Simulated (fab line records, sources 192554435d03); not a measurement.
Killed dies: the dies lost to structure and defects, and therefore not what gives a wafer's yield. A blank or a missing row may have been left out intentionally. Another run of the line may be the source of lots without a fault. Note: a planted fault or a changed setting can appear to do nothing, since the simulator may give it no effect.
fab line records | flow n5-finfet
record: lots: 6 | wafers: 18 | last-day: 17
route steps=1938 shown BEOL_M8@1358 PASSIVATION@1936
lots untouched by any fault: they come from a run of this same line in which no faults occurred
start-h: start of the lot's first displayed wafer, in hours after the record's first day | wait-h: hours elapsed since this lot's preceding step | " unchanged from the row above | L1.1+2: several wafers, shown together as one row | - no value, or no start given | * or withheld: withheld | < > ~ a bound
route shown NAME@n: a module of which the file shows steps, and the number in the route of the first | usual: mean/standard deviation taken from wafers without a fault | same: alike in all rows | chamber/n: place in a boat | sites: the reading at each site | _std_site: their standard deviation | _edge_site: inner sites' mean taken away from outer sites' mean | radius-mm: how far each site lies from the wafer's centre | mask NAME#n: copy n | behind: the last tool/chamber to shape the wafer | hold: why the lot was held/for how many hours/how that ended | device: which transistor (n, p or np) failed to switch | end of line: the same wafers' tests at the end of the route | where a step has no rows: the recipe by itself | killed: dies lost to structure and defects at the first sort, not the wafer's yield | map: the dies of a wafer, with x for killed, . for not killed, _ for no die there
set.NAME: the run value of the setting; set.NAME@STEP: its run value at that earlier step | model.NAME: the simulator's own value behind a step, which no gauge read
lots at selected steps of the route; one table per step, one row per wafer
services: a tool's chamber out of use, with start hour (start-h, from the record's first day; less than 0 if before it), hours out, and reason
== steps ==
step: N5_BEOL_M8_COAT_71
recipe: resist: underlayer | temp-c: 205 | time-s: 60 | spin-rpm: 1500 | resist-thk-nm: 5
step: N5_BEOL_M8_COAT_22
recipe: resist: CAR-EUV | spin-rpm: 1500 | resist-thk-nm: 30
step: N5_BEOL_M8_EBR_24
recipe: solvent: PGMEA | ebr-width-mm: 1.5
step: N5_BEOL_M8_SOFTBAKE_23
recipe: temp-c: 110 | time-s: 60 | resist: CAR-EUV
step: N5_BEOL_M8_EXPOSE_25
recipe: mask-id: V7 | na: 0.33 | source-shape: annular | sigma-inner: 0.4 | sigma-outer: 0.8 | polarization: unpolarized | target-cd-nm: 40 | dose-mj: 42.5
step: N5_BEOL_M8_PEB_26
recipe: peb-temp-c: 100 | peb-time-s: 60 | resist: CAR-EUV
step: N5_BEOL_M8_DEVELOP_27
recipe: develop-time-s: 30 | developer: TMAH | resist: CAR-EUV | rinse-liquid: surfactant-rinse | dry: air-spin | dev-temp-c: 23
step: N5_BEOL_M8_CD_MEAS_28
recipe: target-cd-nm: 40 | landing-energy-ev: 500 | detector: se-inlens
usual: cd-nm: 40.06/0.25
lot.wafer | tool      | chamber | start-h | wait-h | cd-nm
L421.2    | cd-sem-02 | 0       | 191.59  | -      | 40.04
L421.3    | "         | 0       | "       | "      | 40.32
L421.5    | "         | 0       | "       | "      | 40.31
L423.2    | cd-sem-02 | 0       | 216.67  | -      | 40.14
L423.4    | "         | 0       | "       | "      | 40.11
L423.6    | "         | 0       | "       | "      | 40.37
L429.2    | cd-sem-01 | 0       | 247.07  | -      | 39.98
L429.3    | "         | 0       | "       | "      | 39.92
L429.5    | "         | 0       | "       | "      | 40.25
L437.1    | cd-sem-01 | 0       | 299.44  | -      | 40.24
L437.3    | "         | 0       | "       | "      | 40.68
L437.4    | "         | 0       | "       | "      | 40.64
L439.3    | cd-sem-02 | 0       | 314.56  | -      | 40.19
L439.4    | "         | 0       | "       | "      | 40.16
L439.6    | "         | 0       | "       | "      | 40.19
L444.1    | cd-sem-01 | 0       | 344.86  | -      | 39.59
L444.3    | "         | 0       | "       | "      | 40.04
L444.6    | "         | 0       | "       | "      | 39.81
step: N5_BEOL_M8_OVL_MEAS_29
recipe: points-per-wafer: 522
usual: V7_OVL: -0.3/0.74
lot.wafer | tool       | chamber | start-h | wait-h | V7_OVL[nm]
L421.2    | overlay-01 | 0       | 191.63  | 0.0    | 0.1
L421.3    | "          | 0       | "       | "      | -1.5
L421.5    | "          | 0       | "       | "      | -0.5
L423.2    | overlay-02 | 0       | 216.71  | 0.0    | 0.3
L423.4    | "          | 0       | "       | "      | -0.7
L423.6    | "          | 0       | "       | "      | -0.2
L429.2    | overlay-02 | 0       | 247.11  | 0.0    | 0.2
L429.3    | "          | 0       | "       | "      | 0.1
L429.5    | "          | 0       | "       | "      | 1.4
L437.1    | overlay-02 | 0       | 299.47  | 0.0    | -1.0
L437.3    | "          | 0       | "       | "      | -1.1
L437.4    | "          | 0       | "       | "      | -0.3
L439.3    | overlay-01 | 0       | 314.60  | 0.0    | -0.5
L439.4    | "          | 0       | "       | "      | 0.4
L439.6    | "          | 0       | "       | "      | 0.2
L444.1    | overlay-01 | 0       | 344.89  | 0.0    | -2.1
L444.3    | "          | 0       | "       | "      | -0.6
L444.6    | "          | 0       | "       | "      | -0.5
step: N5_BEOL_M8_INSPECT_30
recipe: mode: adi | inspect-instrument: brightfield
usual: raw-defect-count: 379/89
lot.wafer | tool              | chamber | start-h | wait-h | raw-defect-count
L421.2    | defect-inspect-01 | -       | 191.68  | 0.0    | 214
L421.3    | "                 | -       | "       | "      | 303
L421.5    | "                 | -       | "       | "      | 301
L423.2    | defect-inspect-02 | -       | 216.76  | 0.0    | 390
L423.4    | "                 | -       | "       | "      | 509
L423.6    | "                 | -       | "       | "      | 468
L429.2    | defect-inspect-02 | -       | 247.16  | 0.0    | 262
L429.3    | "                 | -       | "       | "      | 352
L429.5    | "                 | -       | "       | "      | 476
L437.1    | defect-inspect-02 | -       | 299.53  | 0.1    | 324
L437.3    | "                 | -       | "       | "      | 452
L437.4    | "                 | -       | "       | "      | 478
L439.3    | defect-inspect-01 | -       | 314.64  | 0.0    | 444
L439.4    | "                 | -       | "       | "      | 285
L439.6    | "                 | -       | "       | "      | 367
L444.1    | defect-inspect-01 | -       | 344.95  | 0.1    | 302
L444.3    | "                 | -       | "       | "      | 317
L444.6    | "                 | -       | "       | "      | 343
step: N5_BEOL_M8_DESCUM_33
recipe: chemistry: O2 | time-s: 7 | source-power-w: 50 | bias-power-w: 20 | pressure-mtorr: 20 | rf-frequency-hz: 2.712e+07 | temp-c: 40 | resist: CAR-EUV | o2-flow-sccm: 225
usual: drypump-motor-current-A: 5.7/0.51 | oes-product-au: 0.81/0.078 | rf-fwd-power-W: 49.41/0.2 | rf-vpp-V: 242.9/1.5 | showerhead-plenum-p-Torr: 2.08/0.076 | throttle-valve-pct: 20.42/0.29
lot.wafer | tool        | chamber | start-h | wait-h | drypump-motor-current-A | oes-product-au | rf-fwd-power-W | rf-hours-counter-h | rf-vpp-V | showerhead-plenum-p-Torr | throttle-valve-pct
L421.2    | rie-diel-02 | 3       | 191.72  | 0.0    | 6.1                     | 0.97           | 49.00          | 8                  | 241.5    | 2.04                     | 20.28
L421.3    | "           | 0       | "       | "      | 5.5                     | 0.88           | 49.29          | 42                 | 243.9    | 2.23                     | 20.38
L421.5    | "           | 2       | "       | "      | 5.7                     | 0.89           | 49.04          | -                  | 242.9    | 2.14                     | 20.29
L423.2    | rie-diel-01 | 1       | 216.96  | 0.2    | 5.0                     | 0.71           | 49.46          | 191                | 241.6    | 2.02                     | 21.10
L423.4    | "           | 2       | "       | "      | 6.2                     | 0.92           | 49.45          | 20                 | 244.1    | 2.13                     | 20.23
L423.6    | "           | 0       | "       | "      | 4.7                     | 0.72           | 49.63          | -                  | 243.5    | 2.05                     | 20.21
L429.2    | rie-diel-06 | 1       | 247.20  | 0.0    | 6.3                     | 0.90           | 49.52          | 37                 | 243.4    | 2.04                     | 20.15
L429.3    | "           | 0       | "       | "      | 5.7                     | 0.82           | 49.52          | 78                 | 245.1    | 2.22                     | 20.28
L429.5    | "           | 1       | "       | "      | 6.3                     | 0.89           | 49.58          | -                  | 243.2    | 2.04                     | 20.14
L437.1    | rie-diel-02 | 1       | 299.56  | 0.0    | 6.3                     | 0.74           | 49.55          | 196                | 240.7    | 2.01                     | 20.37
L437.3    | "           | 3       | "       | "      | 6.1                     | 0.87           | 49.21          | 49                 | 240.9    | 2.03                     | 20.38
L437.4    | "           | 0       | "       | "      | 5.5                     | 0.83           | 49.29          | 84                 | 245.2    | 2.22                     | 20.46
L439.3    | rie-diel-02 | 2       | 314.93  | 0.3    | 5.8                     | 0.81           | 49.34          | 71                 | 244.1    | 2.12                     | 20.35
L439.4    | "           | 1       | "       | "      | 6.3                     | 0.74           | 49.81          | 200                | 240.6    | 2.01                     | 20.37
L439.6    | "           | 0       | "       | "      | 5.5                     | 0.82           | 49.26          | -                  | 246.6    | 2.22                     | 20.47
L444.1    | rie-diel-01 | 2       | 345.23  | 0.3    | 6.2                     | 0.84           | 49.60          | 68                 | 243.2    | 2.11                     | 20.31
L444.3    | "           | 3       | "       | "      | 5.4                     | 0.82           | 49.50          | 87                 | 241.2    | 2.01                     | 20.26
L444.6    | "           | 0       | "       | "      | 4.7                     | 0.96           | 49.57          | -                  | 243.0    | 2.04                     | 19.92
step: N5_BEOL_M8_ETCH_72
recipe: chemistry: N2/H2 | target: underlayer | target-depth-a: 65 | mask-material: CAR-EUV | time-s: 5.2 | ion-energy-ev: 200 | pressure-mtorr: 30 | source-w: 840 | bias-w: 150 | n2-flow-sccm: 200 | h2-flow-sccm: 200 | ends: cleared
usual: drypump-motor-current-A: 5.7/0.51 | etch-rf-on-time-s: 5.15/0.13 | oes-product-au: 0.69/0.067 | rf-fwd-power-W: 818.9/2.4 | rf-vpp-V: 523.6/2.7 | showerhead-plenum-p-Torr: 2.53/0.092 | throttle-valve-pct: 17.86/0.29
lot.wafer | tool        | chamber | start-h | wait-h | drypump-motor-current-A | etch-rf-on-time-s | oes-product-au | rf-fwd-power-W | rf-hours-counter-h | rf-vpp-V | showerhead-plenum-p-Torr | throttle-valve-pct
L421.2    | rie-diel-02 | 3       | 191.75  | 0.0    | 6.1                     | 5.10              | 0.82           | 816.8          | 8                  | 524.4    | 2.48                     | 17.63
L421.3    | "           | 0       | "       | "      | 5.5                     | 5.08              | 0.76           | 819.9          | 42                 | 524.7    | 2.70                     | 17.81
L421.5    | "           | 2       | "       | "      | 5.8                     | 5.06              | 0.76           | 819.2          | -                  | 524.8    | 2.61                     | 17.78
L423.2    | rie-diel-01 | 1       | 217.00  | 0.0    | 5.0                     | 5.34              | 0.60           | 822.0          | 191                | 520.1    | 2.44                     | 18.45
L423.4    | "           | 2       | "       | "      | 6.2                     | 5.22              | 0.77           | 822.4          | 20                 | 527.3    | 2.59                     | 17.66
L423.6    | "           | 0       | "       | "      | 4.7                     | 5.37              | 0.60           | 820.4          | -                  | 522.1    | 2.53                     | 17.84
L429.2    | rie-diel-06 | 1       | 247.24  | 0.0    | 6.3                     | 4.95              | 0.77           | 814.5          | 37                 | 521.9    | 2.48                     | 17.49
L429.3    | "           | 0       | "       | "      | 5.7                     | 4.97              | 0.72           | 814.8          | 78                 | 527.3    | 2.68                     | 17.66
L429.5    | "           | 1       | "       | "      | 6.3                     | 4.91              | 0.78           | 814.3          | -                  | 523.6    | 2.48                     | 17.51
L437.1    | rie-diel-02 | 1       | 299.60  | 0.0    | 6.3                     | 5.22              | 0.63           | 816.9          | 196                | 522.0    | 2.43                     | 17.75
L437.3    | "           | 3       | "       | "      | 6.2                     | 5.25              | 0.74           | 819.2          | 49                 | 521.2    | 2.46                     | 17.71
L437.4    | "           | 0       | "       | "      | 5.5                     | 5.08              | 0.72           | 819.6          | 84                 | 525.4    | 2.68                     | 17.91
L439.3    | rie-diel-02 | 2       | 314.97  | 0.0    | 5.8                     | 5.11              | 0.70           | 818.3          | 71                 | 525.9    | 2.59                     | 17.88
L439.4    | "           | 1       | "       | "      | 6.3                     | 5.21              | 0.62           | 815.8          | 200                | 520.4    | 2.43                     | 17.72
L439.6    | "           | 0       | "       | "      | 5.5                     | 5.06              | 0.71           | 823.0          | -                  | 528.8    | 2.68                     | 17.91
L444.1    | rie-diel-01 | 2       | 345.26  | 0.0    | 6.2                     | 5.31              | 0.70           | 822.5          | 68                 | 521.0    | 2.57                     | 17.73
L444.3    | "           | 3       | "       | "      | 5.4                     | 5.26              | 0.70           | 819.1          | 87                 | 522.7    | 2.44                     | 17.72
L444.6    | "           | 0       | "       | "      | 4.7                     | 5.32              | 0.80           | 819.4          | -                  | 521.2    | 2.51                     | 17.53
step: N5_BEOL_M8_ETCH_65
recipe: chemistry: CF4 | target: SiARC | target-depth-a: 156 | mask-material: CAR-EUV | time-s: 26 | ion-energy-ev: 80 | pressure-mtorr: 40 | source-w: 545 | bias-w: 36 | Ar_flow_sccm: 100 | cf4-flow-sccm: 100 | ends: cleared
usual: drypump-motor-current-A: 5.7/0.51 | etch-rf-on-time-s: 25.6/0.66 | oes-product-au: 0.70/0.068 | rf-fwd-power-W: 531.8/1.7 | rf-vpp-V: 183.9/1.2 | showerhead-plenum-p-Torr: 2.13/0.075 | throttle-valve-pct: 15.60/0.21
lot.wafer | tool        | chamber | start-h | wait-h | drypump-motor-current-A | etch-rf-on-time-s | oes-product-au | rf-fwd-power-W | rf-hours-counter-h | rf-vpp-V | showerhead-plenum-p-Torr | throttle-valve-pct
L421.2    | rie-diel-02 | 3       | 191.77  | 0.0    | 6.1                     | 25.1              | 0.83           | 532.6          | 8                  | 183.8    | 2.11                     | 15.50
L421.3    | "           | 0       | "       | "      | 5.5                     | 25.2              | 0.76           | 531.4          | 42                 | 184.2    | 2.28                     | 15.50
L421.5    | "           | 2       | "       | "      | 5.8                     | 25.2              | 0.77           | 530.4          | -                  | 184.6    | 2.19                     | 15.46
L423.2    | rie-diel-01 | 1       | 217.01  | 0.0    | 5.0                     | 26.4              | 0.61           | 529.6          | 191                | 182.6    | 2.04                     | 16.01
L423.4    | "           | 2       | "       | "      | 6.2                     | 25.9              | 0.78           | 530.5          | 20                 | 183.7    | 2.19                     | 15.47
L423.6    | "           | 0       | "       | "      | 4.7                     | 26.4              | 0.60           | 532.2          | -                  | 183.5    | 2.11                     | 15.58
L429.2    | rie-diel-06 | 1       | 247.25  | 0.0    | 6.3                     | 24.5              | 0.78           | 532.3          | 37                 | 183.9    | 2.10                     | 15.38
L429.3    | "           | 0       | "       | "      | 5.7                     | 25.1              | 0.71           | 532.8          | 78                 | 185.3    | 2.25                     | 15.43
L429.5    | "           | 1       | "       | "      | 6.3                     | 24.4              | 0.78           | 531.0          | -                  | 183.2    | 2.10                     | 15.39
L437.1    | rie-diel-02 | 1       | 299.61  | 0.0    | 6.3                     | 20.9              | 0.72           | 662.3          | 196                | 170.7    | 2.06                     | 15.58
L437.3    | "           | 3       | "       | "      | 6.1                     | 20.9              | 0.85           | 658.5          | 49                 | 170.4    | 2.09                     | 15.61
L437.4    | "           | 0       | "       | "      | 5.5                     | 20.6              | 0.81           | 662.3          | 84                 | 171.8    | 2.26                     | 15.59
L439.3    | rie-diel-02 | 2       | 314.98  | 0.0    | 5.8                     | 20.8              | 0.79           | 664.4          | 71                 | 171.6    | 2.18                     | 15.57
L439.4    | "           | 1       | "       | "      | 6.3                     | 21.3              | 0.70           | 662.9          | 200                | 170.3    | 2.06                     | 15.60
L439.6    | "           | 0       | "       | "      | 5.5                     | 20.6              | 0.80           | 662.9          | -                  | 171.7    | 2.26                     | 15.58
L444.1    | rie-diel-01 | 2       | 345.28  | 0.0    | 6.2                     | 26.5              | 0.71           | 532.2          | 68                 | 184.5    | 2.18                     | 15.54
L444.3    | "           | 3       | "       | "      | 5.3                     | 26.4              | 0.70           | 534.1          | 87                 | 184.5    | 2.08                     | 15.49
L444.6    | "           | 0       | "       | "      | 4.7                     | 26.1              | 0.81           | 531.0          | -                  | 182.6    | 2.10                     | 15.19
step: N5_BEOL_M8_ETCH_66
recipe: chemistry: N2/H2 | target: SOC | target-depth-a: 800 | overetch-a: 160 | mask-material: SiARC | temp-c: 40 | time-s: 120 | ion-energy-ev: 200 | pressure-mtorr: 30 | source-w: 840 | bias-w: 150 | n2-flow-sccm: 200 | h2-flow-sccm: 200
usual: drypump-motor-current-A: 5.7/0.51 | oes-product-au: 0.62/0.056 | rf-fwd-power-W: 835.7/2.6 | rf-vpp-V: 523.4/2.7 | showerhead-plenum-p-Torr: 2.53/0.092 | throttle-valve-pct: 17.81/0.29
lot.wafer | tool        | chamber | start-h | wait-h | drypump-motor-current-A | oes-product-au | rf-fwd-power-W | rf-hours-counter-h | rf-vpp-V | showerhead-plenum-p-Torr | throttle-valve-pct
L421.2    | rie-diel-02 | 3       | 191.80  | 0.0    | 6.1                     | 0.73           | 837.8          | 8                  | 522.8    | 2.48                     | 17.62
L421.3    | "           | 0       | "       | "      | 5.5                     | 0.67           | 836.5          | 42                 | 529.1    | 2.70                     | 17.79
L421.5    | "           | 2       | "       | "      | 5.8                     | 0.67           | 835.4          | -                  | 525.4    | 2.61                     | 17.75
L423.2    | rie-diel-01 | 1       | 217.04  | 0.0    | 5.0                     | 0.55           | 836.4          | 191                | 520.1    | 2.44                     | 18.41
L423.4    | "           | 2       | "       | "      | 6.2                     | 0.70           | 837.9          | 20                 | 525.9    | 2.59                     | 17.62
L423.6    | "           | 0       | "       | "      | 4.7                     | 0.55           | 836.5          | -                  | 523.6    | 2.53                     | 17.81
L429.2    | rie-diel-06 | 1       | 247.28  | 0.0    | 6.2                     | 0.68           | 838.0          | 37                 | 521.6    | 2.48                     | 17.45
L429.3    | "           | 0       | "       | "      | 5.7                     | 0.62           | 833.9          | 78                 | 527.2    | 2.68                     | 17.60
L429.5    | "           | 1       | "       | "      | 6.2                     | 0.68           | 834.4          | -                  | 522.7    | 2.48                     | 17.45
L437.1    | rie-diel-02 | 1       | 299.64  | 0.0    | 6.3                     | 0.57           | 835.7          | 196                | 521.0    | 2.43                     | 17.68
L437.3    | "           | 3       | "       | "      | 6.1                     | 0.66           | 836.0          | 50                 | 521.7    | 2.46                     | 17.68
L437.4    | "           | 0       | "       | "      | 5.5                     | 0.62           | 838.3          | 84                 | 527.4    | 2.68                     | 17.87
L439.3    | rie-diel-02 | 2       | 315.01  | 0.0    | 5.8                     | 0.62           | 833.2          | 71                 | 525.5    | 2.59                     | 17.84
L439.4    | "           | 1       | "       | "      | 6.3                     | 0.56           | 834.6          | 200                | 519.7    | 2.43                     | 17.71
L439.6    | "           | 0       | "       | "      | 5.5                     | 0.63           | 836.8          | -                  | 528.2    | 2.68                     | 17.85
L444.1    | rie-diel-01 | 2       | 345.31  | 0.0    | 6.2                     | 0.64           | 835.8          | 68                 | 523.6    | 2.57                     | 17.71
L444.3    | "           | 3       | "       | "      | 5.4                     | 0.63           | 837.0          | 87                 | 521.6    | 2.44                     | 17.69
L444.6    | "           | 0       | "       | "      | 4.7                     | 0.73           | 836.4          | -                  | 522.2    | 2.51                     | 17.47
step: N5_PASSIVATION_PROBE_49
usual: defect-limited-yield: 91.0/1.5 | killed_at_M0_to_M3: 34/11 | killed_at_M4_up: 14/5.3 | killed-at-contacts: 13/7 | killed-at-front-end: 41/13 | killed-at-other: 4/3.1 | killed-dies: 106/17 | killed-open: 70/12 | killed-short: 35/8 | sort_bin_4_leakage: 0.00/0.007 | sort_bin_5_function: 5.2/0.98 | sort_bin_6_memory: 3.4/0.69 | sort-n-pass: 1074/17 | sort-yield-pct: 91.0/1.5
same: gross-dies: 1180 | killed-at-back-side: 0 | sort_bin_8_speed[%]: 0
lot.wafer | tool      | chamber | start-h | wait-h | defect-limited-yield[%] | killed_at_M0_to_M3 | killed_at_M4_up | killed-at-contacts | killed-at-front-end | killed-at-other | killed-dies | killed-open | killed-short | sort_bin_4_leakage[%] | sort_bin_5_function[%] | sort_bin_6_memory[%] | sort-n-pass | sort-yield-pct[%]
L423.2    | prober-01 | -       | 287.08  | 0.2    | 85.3                    | 46                 | 20              | 28                 | 72                  | 8               | 174         | 106         | 66           | 0                     | 8.1                    | 5.8                  | 1006        | 85.3
L423.4    | prober-01 | -       | 287.18  | 0.3    | 91.3                    | 42                 | 7               | 13                 | 39                  | 2               | 103         | 65          | 38           | 0                     | 5.2                    | 3.3                  | 1077        | 91.3
L423.6    | prober-01 | -       | 287.28  | 0.4    | 89.2                    | 43                 | 15              | 23                 | 42                  | 5               | 128         | 86          | 42           | 0                     | 6.9                    | 3.7                  | 1052        | 89.2
L429.2    | prober-02 | -       | 307.95  | 0.1    | 92.4                    | 32                 | 15              | 17                 | 24                  | 2               | 90          | 69          | 20           | 0                     | 5.0                    | 2.4                  | 1090        | 92.4
L429.3    | prober-02 | -       | 308.00  | 0.1    | 91.8                    | 31                 | 12              | 23                 | 30                  | 1               | 97          | 63          | 28           | 0                     | 4.3                    | 3.3                  | 1083        | 91.8
L429.5    | prober-02 | -       | 308.10  | 0.2    | 91.6                    | 24                 | 13              | 31                 | 30                  | 1               | 99          | 67          | 29           | 0                     | 5.4                    | 2.6                  | 1081        | 91.6
L437.1    | prober-02 | -       | 368.21  | 0.0    | 91.4                    | 34                 | 16              | 11                 | 37                  | 3               | 101         | 68          | 29           | 0                     | 5.2                    | 3.0                  | 1079        | 91.4
L437.3    | prober-02 | -       | 368.31  | 0.1    | 90.1                    | 35                 | 10              | 11                 | 57                  | 4               | 117         | 71          | 46           | 0                     | 6.0                    | 3.6                  | 1063        | 90.1
L437.4    | prober-02 | -       | 368.36  | 0.2    | 91.4                    | 40                 | 9               | 9                  | 37                  | 6               | 101         | 69          | 32           | 0                     | 5.3                    | 3.1                  | 1079        | 91.4
L439.3    | prober-02 | -       | 392.72  | 0.1    | 89.2                    | 41                 | 18              | 19                 | 38                  | 11              | 127         | 69          | 55           | 0                     | 6.0                    | 4.1                  | 1053        | 89.2
L439.4    | prober-02 | -       | 392.77  | 0.2    | 90.4                    | 27                 | 15              | 5                  | 62                  | 4               | 113         | 71          | 41           | 0                     | 4.7                    | 4.7                  | 1067        | 90.4
L439.6    | prober-02 | -       | 392.87  | 0.3    | 90.7                    | 34                 | 16              | 9                  | 42                  | 9               | 110         | 69          | 39           | 0                     | 4.7                    | 4.1                  | 1070        | 90.7
killed by level:class
L423.2 MOL_CONTACT_COAG:geometric-particle:open=21 FIN_SAQP:geometric-particle:short=16 BEOL_M4:geometric-particle:open=14 BEOL_M0_SAQP:geometric-particle:open=12 STI_FIN_REVEAL:geometric-particle:open=11 GATE_CUT:geometric-particle:short=10 BEOL_M0_SAQP:geometric-particle:short=9 FIN_SAQP:geometric-particle:open=8
L423.4 BEOL_M2:geometric-particle:open=12 MOL_CONTACT_COAG:geometric-particle:open=11 STI_FIN_REVEAL:geometric-particle:open=10 GATE_CUT:geometric-particle:short=7 BEOL_M1:geometric-particle:open=7 FIN_SAQP:geometric-particle:short=6 BEOL_M0_SAQP:geometric-particle:short=5 BEOL_M1:geometric-particle:short=5
L423.6 MOL_CONTACT_COAG:geometric-particle:open=17 STI_FIN_REVEAL:geometric-particle:open=13 FIN_SAQP:geometric-particle:open=10 BEOL_M0_SAQP:geometric-particle:open=9 BEOL_M4:geometric-particle:open=8 BEOL_M0_SAQP:geometric-particle:short=7 BEOL_M1:geometric-particle:open=7 BEOL_M2:geometric-particle:open=7
L429.2 MOL_CONTACT_COAG:geometric-particle:open=13 BEOL_M1:geometric-particle:open=13 BEOL_M4:geometric-particle:open=9 FIN_SAQP:geometric-particle:open=5 BEOL_M3:geometric-particle:open=5 STI_FIN_REVEAL:geometric-particle:open=4 ILD0:geometric-particle:open=4 MOL_CONTACT_COAG:geometric-particle:short=4
L429.3 MOL_CONTACT_COAG:geometric-particle:open=23 BEOL_M0_SAQP:geometric-particle:open=8 GATE_CUT:geometric-particle:short=7 BEOL_M0_SAQP:geometric-particle:short=6 BEOL_M2:geometric-particle:open=5 BEOL_M0:geometric-particle:open=4 BEOL_M3:geometric-particle:open=4 STARTING-WAFER:geometric-particle:open=4
L429.5 MOL_CONTACT_COAG:geometric-particle:open=23 STI_FIN_REVEAL:geometric-particle:open=14 MOL_CONTACT_COAG:geometric-particle:short=8 BEOL_M0:geometric-particle:open=5 BEOL_M1:geometric-particle:open=5 STARTING-WAFER:geometric-particle:short=4 BEOL_M0_SAQP:geometric-particle:short=4 BEOL_M1:geometric-particle:short=4
L437.1 BEOL_M3:geometric-particle:open=12 MOL_CONTACT_COAG:geometric-particle:open=11 BEOL_M2:geometric-particle:open=9 BEOL_M4:geometric-particle:open=9 FIN_SAQP:geometric-particle:open=6 STARTING-WAFER:geometric-particle:short=6 FIN_SAQP:geometric-particle:short=3 GATE_CUT:geometric-particle:short=3
L437.3 FIN_SAQP:geometric-particle:short=12 MOL_CONTACT_COAG:geometric-particle:open=10 FIN_SAQP:geometric-particle:open=9 BEOL_M0_SAQP:geometric-particle:open=9 GATE_CUT:geometric-particle:short=7 BEOL_M3:geometric-particle:open=6 BEOL_M1:geometric-particle:open=5 BEOL_M2:geometric-particle:open=5
L437.4 BEOL_M2:geometric-particle:open=14 FIN_SAQP:geometric-particle:open=9 BEOL_M3:geometric-particle:open=9 STI_FIN_REVEAL:geometric-particle:open=8 MOL_CONTACT_COAG:geometric-particle:open=6 BEOL_M0_SAQP:geometric-particle:open=6 DUMMY_GATE:geometric-particle:open=4 ILD0:geometric-particle:short=4
L439.3 MOL_CONTACT_COAG:geometric-particle:open=12 BEOL_M0_SAQP:geometric-particle:short=10 BEOL_M0_SAQP:geometric-particle:open=10 FIN_SAQP:geometric-particle:short=7 MOL_CONTACT_COAG:geometric-particle:short=7 STI_FIN_REVEAL:geometric-particle:open=6 BEOL_M1:geometric-particle:open=6 BEOL_M4:geometric-particle:open=6
L439.4 STI_FIN_REVEAL:geometric-particle:open=28 STI_FIN_REVEAL:geometric-particle:short=10 BEOL_M0_SAQP:geometric-particle:short=8 BEOL_M3:geometric-particle:open=8 GATE_CUT:geometric-particle:short=7 FIN_SAQP:geometric-particle:open=5 BEOL_M0:geometric-particle:open=5 BEOL_M5:geometric-particle:open=5
L439.6 STI_FIN_REVEAL:geometric-particle:open=16 BEOL_M0_SAQP:geometric-particle:short=14 MOL_CONTACT_COAG:geometric-particle:open=8 BEOL_M2:geometric-particle:open=8 STI_FIN_REVEAL:geometric-particle:short=5 GATE_CUT:geometric-particle:open=5 GATE_CUT:geometric-particle:short=4 BEOL_M4:geometric-particle:open=4
== services ==
tool        | chamber | start-h | hours | kind
rie-diel-06 | -       | 215.62  | 15.6  | pm
rie-diel-02 | 2       | 235.45  | 2.4   | repair
rie-diel-01 | 3       | 246.14  | 18.9  | repair
rie-diel-01 | 2       | 299.37  | 5.1   | repair
rie-diel-01 | 0       | 304.44  | -     | clean
rie-diel-01 | 0       | 304.44  | -     | consumable-replace:focus-ring
rie-diel-01 | 0       | 304.44  | 18.2  | scheduled-down
rie-diel-01 | 0       | 304.44  | 18.2  | vent-cycle
rie-diel-01 | -       | 311.59  | 0.2   | repair
rie-diel-06 | 2       | 312.32  | -     | clean
rie-diel-06 | 2       | 312.32  | -     | consumable-replace:focus-ring
rie-diel-06 | 2       | 312.32  | 23.8  | scheduled-down
rie-diel-06 | 2       | 312.32  | 23.8  | vent-cycle
rie-diel-02 | 2       | 343.93  | 4.8   | repair
== key ==
first-sign: step: N5_BEOL_M8_ETCH_65 | reading: rf-fwd-power-W | direction: up | sigmas: 77 | usual: * | struck: *
effect: step: N5_BEOL_M8_ETCH_65 | reading: rf-vpp-V | direction: down | sigmas: 11 | usual: 183.9 | struck: 171.1
met-at N5_BEOL_M8_ETCH_65
struck-wafers L437.1,L437.3,L437.4,L439.3,L439.4,L439.6
onset-between 191.77 299.61
fault: kind: process-parameter-drift | tool: rie-diel-02 | chamber: - | onset-h: 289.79 | steps: N5_BEOL_M8_ETCH_65 | channel: source-w | offset: 130.8 | shape: step | end-h: 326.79 | acts-in: these-recipes-only | stated: 545
